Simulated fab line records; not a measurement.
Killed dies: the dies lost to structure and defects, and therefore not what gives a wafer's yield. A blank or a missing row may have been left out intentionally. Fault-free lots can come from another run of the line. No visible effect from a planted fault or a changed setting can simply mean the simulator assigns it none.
Which tool was responsible? -- flow nand harc -- Sampling: 13 lots, 39 wafers, 6 of 1159 route steps

## WHAT EACH GAUGE READ, for each wafer
NHARC_P_ZERO_WELL_CD_MEAS_11: target cd 500 nm.
lot,measured,on,cd nm (nm)
L119,day 1 13:16,cd sem-02,498.9 500.0 500.0
L120,day 1 19:18,cd sem-02,501.8 503.6 502.2
L121,day 2 01:14,cd sem-03,496.7 497.8 498.6
L122,day 2 07:07,cd sem-03,506.0 500.8 502.8
L126,day 3 07:07,cd sem-03,502.7 499.8 500.3
L128,day 3 19:25,cd sem-01,498.7 498.4 499.8
L129,day 4 01:07,cd sem-02,497.6 500.3 500.6
L131,day 4 13:19,cd sem-03,498.8 495.8 494.8
L132,day 4 19:21,cd sem-03,502.1 503.4 503.0
L133,day 5 01:43,cd sem-03,502.5 500.5 502.8
L139,day 6 13:15,cd sem-02,531.6 529.7 530.2
L140,day 6 19:14,cd sem-03,527.3 531.8 529.3
L142,day 7 07:22,cd sem-03,500.8 500.7 502.2

NHARC_P_ZERO_WELL_CD_MEAS_24: target cd 720 nm.
lot,measured,on,cd nm (nm)
L119,day 1 14:30,cd sem-03,722.3 718.4 725.0
L120,day 1 20:31,cd sem-02,717.1 720.0 721.3
L121,day 2 02:35,cd sem-03,721.2 715.4 720.5
L122,day 2 08:20,cd sem-01,723.0 721.4 720.0
L126,day 3 08:19,cd sem-03,714.9 723.3 721.9
L128,day 3 20:46,cd sem-03,720.7 722.6 723.3
L129,day 4 02:28,cd sem-01,717.8 723.6 720.7
L131,day 4 14:40,cd sem-02,720.6 717.3 720.4
L132,day 4 20:41,cd sem-01,715.3 714.8 717.3
L133,day 5 02:56,cd sem-01,721.0 720.4 722.8
L139,day 6 14:37,cd sem-01,720.6 720.8 720.5
L140,day 6 20:28,cd sem-03,720.5 722.6 720.5
L142,day 7 08:42,cd sem-02,722.0 720.9 723.7

NHARC_P_STI_OVL_MEAS_10.
lot,measured,on,overlay x nm (nm),overlay y nm (nm)
L119,day 2 07:53,overlay-01,5 5 6,-8 -9 -8
L120,day 2 18:09,overlay-02,9 9 10,-5 -5 -6
L121,day 2 23:41,overlay-02,16 17 17,-1 0 -1
L122,day 3 05:29,overlay-01,-2 -2 -2,6 6 6
L126,day 4 09:27,overlay-01,-4 -4 -4,2 1 1
L128,day 4 17:14,overlay-02,8 9 8,5 5 4
L129,day 5 01:22,overlay-01,-5 -5 -5,-8 -7 -7
L131,day 5 11:01,overlay-01,-6 -6 -7,4 3 4
L132,day 5 16:59,overlay-02,13 13 13,5 5 4
L133,day 5 23:14,overlay-02,-5 -5 -6,-8 -7 -8
L139,day 7 10:55,overlay-02,-3 -3 -2,6 6 6
L140,day 7 18:16,overlay-01,-14 -14 -13,3 4 4
L142,day 8 02:32,overlay-01,-5 -6 -5,-3 -2 -3

NHARC_END_SORT_01.
lot,measured,on,killed at array,killed at other,killed at periphery,killed dies,killed open,killed short
L139,day 24 01:50,prober-02,38,1,3,42,3,3

## WHICH TOOL RAN EACH LOT (tool, then ch and the chambers of the sampled wafers, then the start)
lot,NHARC_P_ZERO_WELL_PEB_09,NHARC_P_ZERO_WELL_ETCH_65
L119,"litho track-05 ch 0, day 1 13:11","rie diel-07 ch 0,2,3, day 1 13:31"
L120,"litho track-05 ch 0, day 1 19:13","rie diel-06 ch 0,1,3, day 1 19:34"
L121,"litho track-05 ch 0, day 2 01:09","rie diel-07 ch 2,3, day 2 01:29"
L122,"litho track-05 ch 0, day 2 07:01","rie diel-07 ch 0,1, day 2 07:21"
L126,"litho track-05 ch 0, day 3 07:01","rie diel-12 ch 0,2,3, day 3 07:21"
L128,"litho track-07 ch 0, day 3 19:20","rie diel-07 ch 1,2,3, day 3 19:40"
L129,"litho track-03 ch 0, day 4 01:01","rie diel-06 ch 1,2,3, day 4 01:22"
L131,"litho track-03 ch 0, day 4 13:14","rie diel-06 ch 2,3, day 4 13:34"
L132,"litho track-05 ch 0, day 4 19:16","rie diel-07 ch 0,1,2, day 4 19:35"
L133,"litho track-07 ch 0, day 5 01:38","rie diel-06 ch 0,1,2, day 5 01:58"
L139,"litho track-03 ch 0, day 6 13:10","rie diel-06 ch 0,1,2, day 6 13:30"
L140,"litho track-03 ch 0, day 6 19:09","rie diel-06 ch 1,3, day 6 19:29"
L142,"litho track-05 ch 0, day 7 07:17","rie diel-12 ch 1,2,3, day 7 07:38"
- NHARC_P_ZERO_WELL_PEB_09: peb time 80 s.
- NHARC_P_ZERO_WELL_ETCH_65: etches the open film in N2/H2, target depth 80 nm, overetch 24 nm, time 87.88 s.

## AS READ BY THE TOOLS THEMSELVES (means over the sampled wafers that have a number; for cases with no such wafer, the mark the record gives instead)
NHARC_P_ZERO_WELL_PEB_09.
lot,tool,heater power total W (W),plate temp C (C),resist line temp C (C)
L119,litho track-05,190.2,128.16,23.02
L120,litho track-05,190.0,127.96,23.00
L121,litho track-05,189.6,127.89,22.91
L122,litho track-05,189.7,127.88,23.11
L126,litho track-05,189.8,127.95,22.98
L128,litho track-07,189.7,127.94,22.97
L129,litho track-03,188.9,127.98,23.03
L131,litho track-03,188.6,128.02,23.02
L132,litho track-05,190.2,128.17,23.11
L133,litho track-07,189.6,128.10,22.89
L139,litho track-03,202.6,134.46,22.85
L140,litho track-03,201.4,134.39,23.09
L142,litho track-05,189.1,128.02,23.03

NHARC_P_ZERO_WELL_ETCH_65.
lot,tool,drypump motor current A (A),oes product au (a.u.),rf vpp V (V),showerhead plenum p Torr (Torr),throttle valve pct (%)
L119,rie diel-07,5.7,1.004,429.9,2.02,14.167
L120,rie diel-06,5.3,1.001,429.9,2.04,14.173
L121,rie diel-07,6.0,0.996,428.2,1.95,14.171
L122,rie diel-07,5.5,1.000,430.6,2.07,14.168
L126,rie diel-12,5.7,0.999,430.6,2.04,14.175
L128,rie diel-07,5.8,0.989,429.3,1.98,14.170
L129,rie diel-06,5.7,0.998,429.3,2.00,14.163
L131,rie diel-06,5.5,1.003,431.0,2.05,14.167
L132,rie diel-07,5.6,1.002,430.2,2.04,14.174
L133,rie diel-06,5.6,0.990,428.1,1.99,14.181
L139,rie diel-06,5.6,1.009,429.7,1.99,14.176
L140,rie diel-06,5.4,1.015,430.6,2.04,14.171
L142,rie diel-12,5.9,1.001,430.9,2.05,14.165

## THE ANSWER, worked out from the rows above alone
Rule: usual is defined by the lots themselves. Put in order of their means at a reading, lots are off if they are a third of the lots or fewer, leave a main group of 4 or more, and stand apart from it by a gap of 3 or more times the standard deviation of the main group's means; of several such gaps the widest counts. The tables above print the reading to a certain number of digits; a main group whose means all agree to those digits is not used. Also off: a lot with no number at a reading for which 4 or more lots have one. All remaining lots with rows at the step are treated as sound. After the gauges, taken in route order, come the tools' own readings; for these a lot's mean is taken, as printed above. At the first step where some lot is off, the reading lying furthest off is the one used; lots without a number count as furthest.
Off at NHARC_P_ZERO_WELL_CD_MEAS_11 (cd nm): L139, L140. For the main group the mean is 500.4 nm and the standard deviation 2.1.
If a tool, at a process step before that reading, ran all the lots that are off and no sound lot after the first of them, it fits. Not tried: the gauges at NHARC_P_ZERO_WELL_CD_MEAS_11; whatever is off there is also off at NHARC_P_ZERO_WELL_PEB_09, on other tools, and gauge error can't account for it. One fits: litho track-03 at NHARC_P_ZERO_WELL_PEB_09. Its last sound lot is L131 (day 4 13:14), its first lot that is off L139 (day 6 13:10): a fault that began between those two fits.
The tool's own readings at NHARC_P_ZERO_WELL_PEB_09 bear it out: on the lots that are off they differ by more than 5 times the standard deviation of the sound lots' means. heater power total W reads 202.0 W there against 189.6 W on the sound lots; plate temp C reads 134.43 C there against 128.01 C on the sound lots.

## WHAT THE SIMULATOR PUT IN
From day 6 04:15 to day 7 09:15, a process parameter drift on litho track-03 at NHARC_P_ZERO_WELL_PEB_09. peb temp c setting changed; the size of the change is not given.
Shown lots that were struck: L139, L140. This agrees with what the rule above found.
